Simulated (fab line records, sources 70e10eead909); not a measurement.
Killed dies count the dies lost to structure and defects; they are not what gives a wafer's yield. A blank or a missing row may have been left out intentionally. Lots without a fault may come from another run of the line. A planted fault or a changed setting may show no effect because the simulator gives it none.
Comparing a struck lot with a sound one || flow nand-harc || 15 steps out of a route of 1302
Sound: these wafers, L117.3, L117.4, L117.6. Struck: wafer L108.2 (L108.1, L108.4, from the same lot, were not struck and are left out); the cause is given at the end.
At each step with rows: each side's tool, then ch and its chambers, then its first start. Under that, the readings that differ: sound wafers || struck wafers || difference of the means || sigmas: that difference in standard deviations of wafers without a fault.
alike: same words and numbers on both sides, and readings whose means sit less than 2 such deviations apart. not compared: any withheld reading, any reading some wafer has no value for, any bound like >300 that may hide the same value, and any number with overlapping values for which the record gives no deviation.
A row with sigmas, a row that says differs or no value, or rows on one side alone: a step with any of these is where the two part. Numbers that don't overlap but have no deviation are shown without sigmas and don't part them. A reading that every wafer of one side lacks parts them only if that side has two wafers or more.

first, 9 steps without rows for these wafers: NHARC_P_ZERO_WELL_DEHYDRATE_03 (time 120 s); NHARC_P_ZERO_WELL_HMDS_04 (time 30 s); NHARC_P_ZERO_WELL_COAT_64 (time 65 s); NHARC_P_ZERO_WELL_COAT_05 (resist thk 600 nm); NHARC_P_ZERO_WELL_SOFTBAKE_06 (time 70 s); NHARC_P_ZERO_WELL_EBR_07; NHARC_P_ZERO_WELL_EXPOSE_08 (exposes mask P ZERO, target cd 500 nm); NHARC_P_ZERO_WELL_PEB_09 (peb time 80 s); NHARC_P_ZERO_WELL_DEVELOP_10 (time 50 s).
NHARC_P_ZERO_WELL_CD_MEAS_11: the cd target is 500 nm.
  sound on cd-sem-03 ch 0, day 10 15:07; struck on cd-sem-01 ch 0, day 6 21:14
{"reading": "cd-nm (nm)", "sound": "503.8 500.1 500.9", "struck": 495.6, "difference": -6.0, "sigmas": -2}
then, 1 step without rows for these wafers: NHARC_P_ZERO_WELL_HARDBAKE_12 (time 65 s).
NHARC_P_ZERO_WELL_DESCUM_13: chemistry O2, time 3 s.
  sound on rie-diel-10 ch 0,1,3, day 10 15:17; struck on rie-diel-05 ch 1, day 6 21:24
  alike: drypump-motor-current-A, mfc-ar-sccm, oes-product-au, rf-vpp-V, showerhead-plenum-p-Torr, throttle-valve-pct
  not compared: rf-hours-counter-h
NHARC_P_ZERO_WELL_ETCH_65: etches the open film in N2/H2, target depth 80 nm, overetch 24 nm, time 87.88 s.
  sound on rie-diel-10 ch 1,2, day 10 15:22; struck on rie-diel-05 ch 0, day 6 21:29
{"reading": "drypump-motor-current-A (A)", "sound": "5.7 5.2 5.2", "struck": 6.6, "difference": "+1.2", "sigmas": "+4"}
{"reading": "oes-product-au (a.u.)", "sound": "1.013 1.005 1.015", "struck": 1.035, "difference": "+0.024", "sigmas": "+2"}
{"reading": "run-length-s (s)", "sound": "109.4 109.9 110.1", "struck": 80.1, "difference": -29.7, "sigmas": -54}
  alike: h2-flow-sccm, mfc-ar-sccm, rf-vpp-V, showerhead-plenum-p-Torr, throttle-valve-pct
  not compared: rf-hours-counter-h
NHARC_P_ZERO_WELL_ETCH_62: etches the open film in CHF3/Ar, target depth 13 nm, time 6.5 s.
  sound: rie-diel-10 ch 2,3; struck: rie-diel-05 ch 0
{"reading": "drypump-motor-current-A (A)", "sound": "5.9 5.7 5.7", "struck": 6.6, "difference": "+0.8", "sigmas": "+2"}
{"reading": "throttle-valve-pct (%)", "sound": "20.206 20.213 20.209", "struck": 20.229, "difference": "+0.020", "sigmas": "+2"}
  alike: mfc-ar-sccm, oes-product-au, rf-vpp-V, run-length-s, showerhead-plenum-p-Torr
  not compared: rf-hours-counter-h
-- the record jumps here: 23 days lie between the struck wafers' starts before and after (it left off in module P_ZERO_WELL and takes up again in module END, whose first step shown is number 1302 of the route) --
NHARC_END_SORT_01:
  only the struck wafers appear in the record here, on prober-02 ch 0 at day 29 13:55; the sound ones have no rows

## WHERE THEY PART
At NHARC_P_ZERO_WELL_CD_MEAS_11 first; at NHARC_END_SORT_01 last (within this record only).

WHY: whatever the simulator had introduced
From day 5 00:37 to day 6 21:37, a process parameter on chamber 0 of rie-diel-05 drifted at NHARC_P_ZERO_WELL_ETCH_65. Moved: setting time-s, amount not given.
